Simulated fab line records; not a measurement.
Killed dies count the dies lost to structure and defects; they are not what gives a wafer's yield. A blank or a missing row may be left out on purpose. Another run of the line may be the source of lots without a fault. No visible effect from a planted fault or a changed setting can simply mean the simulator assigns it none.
fab line records	flow n5_finfet
record: lots: 6	wafers: 18	last_day: 18
route steps=1938 shown PASSIVATION@1903
lots untouched by any fault: they come from a run of this same line in which no faults occurred
start_h: the number of hours between the record's first day and the start of the first shown wafer of the lot	wait_h: how many hours have passed since the lot's step before this one	" the same as in the row above	L1.1+2: one row covering several wafers at once	- no value present, or no start provided	* or withheld: withheld	< > ~ a bound
route shown NAME@n: a module of which the file shows steps, and the number in the route of the first	usual: mean/standard deviation taken from wafers without a fault	same: alike in all rows	chamber/n: place in a boat	sites: per-site readings	_std_site: how widely they spread, as a standard deviation	_edge_site: inner sites' mean taken away from outer sites' mean	radius_mm: how far each site lies from the wafer's centre	mask NAME#n: copy n	behind: the tool/chamber that last shaped the wafer	hold: why the lot was held/for how many hours/how that ended	device: transistor that didn't switch, given as n, p or np	end of line: tests of these same wafers at the route's end	where a step has no rows: the recipe by itself	killed: count of dies lost to structure and defects at first sort (not the wafer's yield)	map: per-die view of a wafer (x killed, . not killed, _ where there is no die)
set.NAME: the setting as run; set.NAME@STEP: as run at that earlier step	model.NAME: the simulator's own value behind a step, which no gauge read
lots seen at some steps along the route; tables by step, rows by wafer
services: the hour from which a tool's chamber was out of use, counted from the record's first day as start_h (under 0 if before that day), plus the number of hours and why
== steps ==
step: N5_PASSIVATION_DEVELOP_29
recipe: develop_time_s: 60	rinse_liquid: diw	dry: air_spin	dev_temp_c: 21
step: N5_PASSIVATION_HARDBAKE_31
recipe: temp_c: 130	time_s: 120
step: N5_PASSIVATION_CD_MEAS_30
recipe: target_cd_nm: 4000	landing_energy_ev: 500	detector: se_inlens	polarity: opening
usual: cd_nm: 4000.2/1.6
lot.wafer	tool	chamber	start_h	wait_h	cd_nm
L668.3	cd_sem-03	0	276.07	-	4004.7
L668.4	"	0	"	"	4004.2
L668.6	"	0	"	"	4004.4
L670.2	cd_sem-03	0	284.07	-	3999.0
L670.4	"	0	"	"	3997.7
L670.6	"	0	"	"	3997.8
L679.2	cd_sem-02	0	348.83	-	3999.3
L679.3	"	0	"	"	3999.1
L679.4	"	0	"	"	3999.4
L681.2	cd_sem-01	0	350.22	-	4001.6
L681.3	"	0	"	"	4000.9
L681.6	"	0	"	"	4003.7
L684.2	cd_sem-02	0	382.86	-	3999.9
L684.3	"	0	"	"	4000.8
L684.6	"	0	"	"	3999.9
L687.2	cd_sem-03	0	417.33	-	3999.6
L687.4	"	0	"	"	4001.1
L687.6	"	0	"	"	4001.0
step: N5_PASSIVATION_OVL_MEAS_63
recipe: points_per_wafer: 44
usual: PAD_OVL: -2/4.8
lot.wafer	tool	chamber	start_h	wait_h	PAD_OVL[nm]
L668.3	overlay-01	0	276.10	0.0	-1
L668.4	"	0	"	"	-6
L668.6	"	0	"	"	-15
L670.2	overlay-01	0	284.10	0.0	3
L670.4	"	0	"	"	-6
L670.6	"	0	"	"	7
L679.2	overlay-02	0	348.86	0.0	-9
L679.3	"	0	"	"	-5
L679.4	"	0	"	"	-4
L681.2	overlay-01	0	350.25	0.0	-1
L681.3	"	0	"	"	-8
L681.6	"	0	"	"	0
L684.2	overlay-01	0	382.89	0.0	2
L684.3	"	0	"	"	-3
L684.6	"	0	"	"	-4
L687.2	overlay-01	0	417.36	0.0	6
L687.4	"	0	"	"	7
L687.6	"	0	"	"	5
step: N5_PASSIVATION_INSPECT_64
recipe: mode: adi	inspect_instrument: macro
usual: raw_defect_count: 2.2/1.5
lot.wafer	tool	chamber	start_h	wait_h	raw_defect_count
L668.3	defect_inspect-02	-	276.13	0.0	2
L668.4	"	-	"	"	0
L668.6	"	-	"	"	1
L670.2	defect_inspect-01	-	284.12	0.0	3
L670.4	"	-	"	"	1
L670.6	"	-	"	"	3
L679.2	defect_inspect-01	-	348.88	0.0	0
L679.3	"	-	"	"	1
L679.4	"	-	"	"	3
L681.2	defect_inspect-02	-	350.27	0.0	4
L681.3	"	-	"	"	0
L681.6	"	-	"	"	1
L684.2	defect_inspect-02	-	382.92	0.0	1
L684.3	"	-	"	"	2
L684.6	"	-	"	"	1
L687.2	defect_inspect-01	-	417.38	0.0	1
L687.4	"	-	"	"	0
L687.6	"	-	"	"	2
step: N5_PASSIVATION_DESCUM_32
recipe: chemistry: O2	time_s: 7.9	source_power_w: 50	bias_power_w: 20	pressure_mtorr: 20	rf_frequency_hz: 2.712e+07	temp_c: 40	o2_flow_sccm: 225
usual: bias_power_w: 20.00/0.055	drypump_motor_current_A: 5.9/0.41	oes_product_au: 0.83/0.086	rf_vpp_V: 243.2/1.2	showerhead_plenum_p_Torr: 2.10/0.069	throttle_valve_pct: 20.22/0.23
lot.wafer	tool	chamber	start_h	wait_h	bias_power_w	drypump_motor_current_A	oes_product_au	rf_hours_counter_h	rf_vpp_V	showerhead_plenum_p_Torr	throttle_valve_pct
L668.3	rie_diel-02	3	276.42	0.3	19.85	5.9	0.76	129	243.9	2.10	20.42
L668.4	"	2	"	"	20.01	5.6	0.87	50	244.9	2.13	20.67
L668.6	"	1	"	"	19.99	4.8	0.98	-	244.6	2.24	20.04
L670.2	rie_diel-02	2	284.16	0.0	19.93	5.6	0.88	52	243.3	2.13	20.66
L670.4	"	0	"	"	20.08	5.5	0.76	145	243.7	2.08	20.01
L670.6	"	1	"	"	20.07	4.8	0.97	-	244.3	2.24	20.03
L679.2	rie_diel-01	3	348.95	0.1	20.01	6.2	0.78	108	244.4	2.20	20.20
L679.3	"	1	"	"	19.95	5.9	0.81	96	242.6	2.01	20.23
L679.4	"	0	"	"	19.90	6.3	0.84	66	242.8	2.11	19.91
L681.2	rie_diel-03	0	350.31	0.0	19.99	6.3	0.84	61	241.6	2.04	19.97
L681.3	"	3	"	"	20.00	6.3	0.88	44	243.7	2.05	20.46
L681.6	"	2	"	"	19.94	6.4	1.02	-	244.3	2.23	20.07
L684.2	rie_diel-01	3	382.95	0.0	19.90	6.2	0.78	121	243.5	2.19	20.23
L684.3	"	2	"	"	20.04	5.6	0.70	248	242.4	2.05	20.17
L684.6	"	2	"	"	20.14	5.6	0.70	-	243.0	2.05	20.16
L687.2	rie_diel-03	3	417.42	0.0	20.04	6.3	0.85	68	242.5	2.04	20.51
L687.4	"	2	"	"	20.11	6.4	0.93	24	243.9	2.23	20.10
L687.6	"	0	"	"	20.03	6.3	0.81	-	242.4	2.03	20.01
step: N5_PASSIVATION_AL_ETCH_33
recipe: chemistry: Cl2/BCl3	target_depth_a: 28000	over_etch_frac: 0.15	Cl2_flow_sccm: 180	bcl3_flow_sccm: 60	target: Al	stop_on: TaN	time_s: 466.7	ion_energy_ev: 100	pressure_mtorr: 10	icp_w: 900	bias_w: 100
usual: drypump_motor_current_A: 5.6/0.54	oes_product_au: 0.74/0.091	throttle_valve_pct: 34.3/0.33
lot.wafer	tool	chamber	start_h	wait_h	drypump_motor_current_A	oes_product_au	rf_hours_counter_h	throttle_valve_pct
L668.3	rie_metal-01	1	276.78	0.3	6.2	0.72	-	34.6
L668.4	"	1	"	"	6.2	0.72	-	34.6
L668.6	"	1	"	"	6.2	0.72	-	34.6
L670.2	rie_metal-03	1	284.25	0.1	5.7	0.68	44	34.1
L670.4	"	0	"	"	5.6	0.73	-	34.5
L670.6	"	0	"	"	5.5	0.73	-	34.5
L679.2	rie_metal-02	0	349.17	0.2	4.8	0.84	-	33.8
L679.3	"	0	"	"	4.8	0.84	-	33.8
L679.4	"	0	"	"	4.8	0.84	-	33.8
L681.2	rie_metal-02	0	350.53	0.2	4.8	0.83	-	33.8
L681.3	"	0	"	"	4.8	0.84	-	33.8
L681.6	"	0	"	"	4.8	0.82	-	33.8
L684.2	rie_metal-02	1	383.04	0.1	6.2	0.88	2	34.3
L684.3	"	1	"	"	6.2	0.88	-	34.3
L684.6	"	1	"	"	6.2	0.88	-	34.3
L687.2	rie_metal-01	1	417.50	0.1	6.2	0.69	51	34.6
L687.4	"	0	"	"	5.6	0.76	-	34.5
L687.6	"	1	"	"	6.2	0.69	-	34.7
step: N5_PASSIVATION_ETCH_59
recipe: chemistry: Cl2/BCl3	target: TaN	target_depth_a: 650	time_s: 34.9	ion_energy_ev: 100	pressure_mtorr: 10	icp_w: 900	bias_w: 100	Cl2_flow_sccm: 60	bcl3_flow_sccm: 30
usual: drypump_motor_current_A: 5.6/0.55	oes_product_au: 0.82/0.096	throttle_valve_pct: 21.12/0.28
lot.wafer	tool	chamber	start_h	wait_h	drypump_motor_current_A	oes_product_au	rf_hours_counter_h	throttle_valve_pct
L668.3	rie_metal-01	1	277.38	0.5	6.2	0.81	-	21.40
L668.4	"	1	"	"	6.2	0.81	-	21.39
L668.6	"	1	"	"	6.2	0.80	-	21.40
L670.2	rie_metal-03	1	284.65	0.3	5.7	0.77	44	20.99
L670.4	"	0	"	"	5.6	0.82	-	21.28
L670.6	"	0	"	"	5.6	0.82	-	21.28
L679.2	rie_metal-02	0	349.87	0.6	4.8	0.91	-	20.68
L679.3	"	0	"	"	4.8	0.91	-	20.68
L679.4	"	0	"	"	4.8	0.91	-	20.68
L681.2	rie_metal-02	0	351.23	0.6	4.8	0.90	-	20.70
L681.3	"	0	"	"	4.8	0.91	-	20.71
L681.6	"	0	"	"	4.8	0.90	-	20.69
L684.2	rie_metal-02	1	383.44	0.3	6.2	0.98	2	21.10
L684.3	"	1	"	"	6.2	0.97	-	21.12
L684.6	"	1	"	"	6.2	0.98	-	21.12
L687.2	rie_metal-01	1	417.90	0.3	6.2	0.77	51	21.41
L687.4	"	0	"	"	5.5	0.85	-	21.29
L687.6	"	1	"	"	6.2	0.77	-	21.44
step: N5_PASSIVATION_STRIP_34
recipe: chemistry: O2	power_w: 600	temp_c: 60	pressure_mtorr: 30	rf_frequency_hz: 6e+07	bias_power_w: 0	overash_fraction: 2	o2_flow_sccm: 225
usual: drypump_motor_current_A: 5.9/0.42	oes_product_au: 0.82/0.084	rf_vpp_V: 3.8/1.5	showerhead_plenum_p_Torr: 2.11/0.07	throttle_valve_pct: 16.49/0.23
same: bias_power_w: 0
lot.wafer	tool	chamber	start_h	wait_h	drypump_motor_current_A	oes_product_au	rf_hours_counter_h	rf_vpp_V	showerhead_plenum_p_Torr	throttle_valve_pct
L668.3	rie_diel-02	3	277.53	0.1	5.8	0.77	129	3.9	2.10	16.68
L668.4	"	0	"	"	5.5	0.75	143	3.6	2.09	16.27
L668.6	"	3	"	"	5.9	0.78	-	1.6	2.10	16.69
L670.2	rie_diel-01	0	284.77	0.1	6.2	0.85	43	3.9	2.13	16.14
L670.4	"	2	"	"	5.6	0.72	218	3.7	2.07	16.43
L670.6	"	0	"	"	6.2	0.87	-	1.4	2.13	16.17
L679.2	rie_diel-02	2	350.05	0.1	5.7	0.83	76	3.9	2.12	16.88
L679.3	"	1	"	"	4.8	0.90	27	5.1	2.23	16.29
L679.4	"	0	"	"	5.5	0.74	167	3.2	2.08	16.28
L681.2	rie_diel-01	1	351.53	0.3	5.8	0.81	97	5.4	2.02	16.52
L681.3	"	0	"	"	6.2	0.84	66	2.7	2.12	16.21
L681.6	"	2	"	"	5.6	0.71	-	2.2	2.06	16.45
L684.2	rie_diel-03	1	383.56	0.1	5.8	0.90	25	1.9	2.15	16.38
L684.3	"	3	"	"	6.3	0.85	56	1.4	2.05	16.71
L684.6	"	2	"	"	6.4	0.95	-	3.7	2.23	16.28
L687.2	rie_diel-01	1	418.02	0.1	5.9	0.79	124	3.0	2.01	16.61
L687.4	"	3	"	"	6.2	0.75	136	4.7	2.19	16.49
L687.6	"	2	"	"	5.6	0.95	-	1.7	2.05	16.06
step: N5_PASSIVATION_STRIP_51
recipe: chemistry: post_etch_residue_remover	time_s: 1200	temp_c: 72.5
step: N5_PASSIVATION_CLEAN_69
recipe: chemistry: IPA	time_s: 180	temp_c: 25
step: N5_PASSIVATION_SRD_70
recipe: dry: ipa_marangoni	time_s: 30	temp_c: 23	rinse_liquid: diw
step: N5_PASSIVATION_PECVD_53
recipe: material: SiO2	target_thk_a: 8000	temp_c: 400	precursor: TEOS/O2	pressure_torr: 6.5	rf_w: withheld	teos_flow_sccm: withheld	gas: O2	flow_sccm: 2650	time_s: 169.4
usual: run_length_s: 197.0/0.73
lot.wafer	tool	chamber	start_h	wait_h	run_length_s	model.SiO2_of_PASSIVATION_PECVD_53.thk_nm
L668.3	pecvd-04	0	278.03	0.0	197.8	782.6
L668.4	"	1	"	"	155.8	611.6
L668.6	"	2	"	"	196.6	808.8
L670.2	pecvd-04	0	285.27	0.0	157.3	600.6
L670.4	"	1	"	"	155.7	613
L670.6	"	0	"	"	197.3	801
L679.2	pecvd-02	2	350.55	0.0	197.1	812.4
L679.3	"	0	"	"	195.9	795.4
L679.4	"	2	"	"	196.5	818.4
L681.2	pecvd-02	0	352.48	0.0	196.5	787.8
L681.3	"	1	"	"	196.2	787.4
L681.6	"	1	"	"	196.5	808.8
L684.2	pecvd-04	2	384.06	0.0	196.9	792
L684.3	"	0	"	"	197.5	772.6
L684.6	"	1	"	"	196.0	796
L687.2	pecvd-04	0	418.56	0.0	197.7	777.8
L687.4	"	1	"	"	196.1	795.8
L687.6	"	2	"	"	196.9	793.4
step: N5_PASSIVATION_PECVD_35
recipe: material: SiNx	target_thk_a: 7000	temp_c: 400	precursor: SiH4/NH3/N2	pressure_torr: 4.9	rf_w: 1406	time_s: 151.3
usual: heater_power_w: 392/83	run_length_s: 195.0/0.71	showerhead_plenum_p_Torr: 8.67/0.06	throttle_valve_pct: 29.5/0.77
lot.wafer	tool	chamber	start_h	wait_h	heater_power_w	run_length_s	showerhead_plenum_p_Torr	throttle_valve_pct
L668.3	pecvd-04	0	278.14	0.1	305	195.7	8.66	30.3
L668.4	"	1	"	"	461	194.4	8.66	29.4
L668.6	"	2	"	"	483	195.2	8.56	29.9
L670.2	pecvd-04	0	285.38	0.1	257	195.9	8.65	30.3
L670.4	"	1	"	"	485	194.1	8.67	29.4
L670.6	"	0	"	"	304	195.8	8.63	30.1
L679.2	pecvd-02	2	350.66	0.1	362	194.7	8.65	29.2
L679.3	"	0	"	"	417	193.9	8.75	30.3
L679.4	"	2	"	"	406	194.7	8.67	29.3
L681.2	pecvd-02	0	352.59	0.1	532	193.9	8.77	30.2
L681.3	"	1	"	"	309	194.9	8.75	28.0
L681.6	"	1	"	"	345	194.3	8.78	27.9
L684.2	pecvd-04	2	384.17	0.1	419	194.8	8.58	30.1
L684.3	"	0	"	"	333	195.5	8.66	30.2
L684.6	"	1	"	"	327	194.2	8.69	29.7
L687.2	pecvd-04	0	418.67	0.1	305	195.8	8.64	30.4
L687.4	"	1	"	"	426	194.9	8.66	29.7
L687.6	"	2	"	"	468	194.7	8.56	30.4
step: N5_PASSIVATION_PROBE_49
usual: defect_limited_yield: 91.4/1.5	killed_at_M0_to_M3: 31/11	killed_at_M4_up: 13/5.5	killed_at_contacts: 13/6.3	killed_at_front_end: 40/13	killed_at_other: 3.3/2.6	killed_dies: 101/18	killed_open: 67/13	killed_short: 33/7.9	sort_bin_5_function: 5.1/1	sort_bin_6_memory: 3.2/0.68	sort_n_pass: 1079/18	sort_yield_pct: 91.4/1.5
same: gross_dies: 1180	killed_at_back_side: 0	sort_bin_4_leakage[%]: 0	sort_bin_8_speed[%]: 0
lot.wafer	tool	chamber	start_h	wait_h	defect_limited_yield[%]	killed_at_M0_to_M3	killed_at_M4_up	killed_at_contacts	killed_at_front_end	killed_at_other	killed_dies	killed_open	killed_short	sort_bin_5_function[%]	sort_bin_6_memory[%]	sort_n_pass	sort_yield_pct[%]
L668.3	prober-02	-	281.81	0.1	91.4	36	6	17	41	1	101	64	37	5.8	2.4	1079	91.4
L668.4	prober-02	-	281.86	0.2	90.0	39	28	27	23	1	118	82	36	5.9	3.7	1062	90.0
L668.6	prober-02	-	281.96	0.3	89.7	50	28	8	36	0	122	75	46	6.3	3.7	1058	89.7
killed by level:class
L668.3 STI_FIN_REVEAL:geometric_particle:open=15 MOL_CONTACT_COAG:geometric_particle:open=13 BEOL_M0_SAQP:geometric_particle:short=10 BEOL_M0_SAQP:geometric_particle:open=8 BEOL_M0:geometric_particle:short=8 FIN_SAQP:geometric_particle:short=7 DUMMY_GATE:geometric_particle:open=5 MOL_CONTACT_COAG:geometric_particle:short=4
L668.4 MOL_CONTACT_COAG:geometric_particle:open=23 BEOL_M4:geometric_particle:open=19 BEOL_M3:geometric_particle:open=7 FIN_SAQP:geometric_particle:short=6 BEOL_M1:geometric_particle:open=6 BEOL_M1:geometric_particle:short=5 BEOL_M2:geometric_particle:short=5 MOL_CONTACT_COAG:geometric_particle:short=4
L668.6 BEOL_M4:geometric_particle:open=11 BEOL_M0_SAQP:geometric_particle:short=10 FIN_SAQP:geometric_particle:open=7 BEOL_M0_SAQP:geometric_particle:open=7 BEOL_M3:geometric_particle:open=7 BEOL_M2:geometric_particle:open=6 BEOL_M0:geometric_particle:short=6 BEOL_M1:geometric_particle:open=6
== services ==
tool	chamber	start_h	hours	kind
rie_metal-01	0	274.69	5.8	repair
rie_metal-03	1	284.91	1.2	repair
pecvd-02	2	286.00	2.1	scheduled_down
rie_metal-01	-	294.76	2.8	pm
rie_diel-03	-	297.60	0.3	repair
rie_metal-02	0	301.68	-	clean
rie_metal-02	0	301.68	12.4	scheduled_down
rie_metal-02	0	301.68	12.4	vent_cycle
rie_diel-03	2	307.14	2.8	repair
rie_diel-01	-	326.39	2.8	pm
rie_metal-02	1	336.98	-	clean
rie_metal-02	1	336.98	18.7	scheduled_down
rie_metal-02	1	336.98	18.7	vent_cycle
rie_metal-02	-	341.80	0.9	repair
rie_diel-02	1	347.22	1.7	repair
rie_diel-01	2	360.58	11.6	repair
rie_diel-01	2	386.78	-	clean
rie_diel-01	2	386.78	-	consumable_replace:focus_ring
rie_diel-01	2	386.78	18.5	scheduled_down
rie_diel-01	2	386.78	18.5	vent_cycle
rie_metal-01	-	389.99	2.2	repair
rie_diel-03	0	391.28	3.4	repair
rie_diel-02	1	395.77	3.4	repair
pecvd-02	0	416.69	2.1	scheduled_down
== key ==
first_sign: step: N5_PASSIVATION_PECVD_53	reading: run_length_s	direction: down	sigmas: 56	usual: *	struck: *
effect none on later readings
model_effect: step: N5_PASSIVATION_PECVD_53	value: SiO2_of_PASSIVATION_PECVD_53.thk_nm	without: 798.3	struck: 608.4
met_at N5_PASSIVATION_PECVD_53
struck_wafers L668.4,L670.2,L670.4
fault: kind: process_parameter_drift	tool: pecvd-04	chamber: -	onset_h: 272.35	steps: N5_PASSIVATION_PECVD_53	channel: time_s	offset: *	shape: step	end_h: 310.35	scope: struck_wafers_only	acts_in: *	stated: *
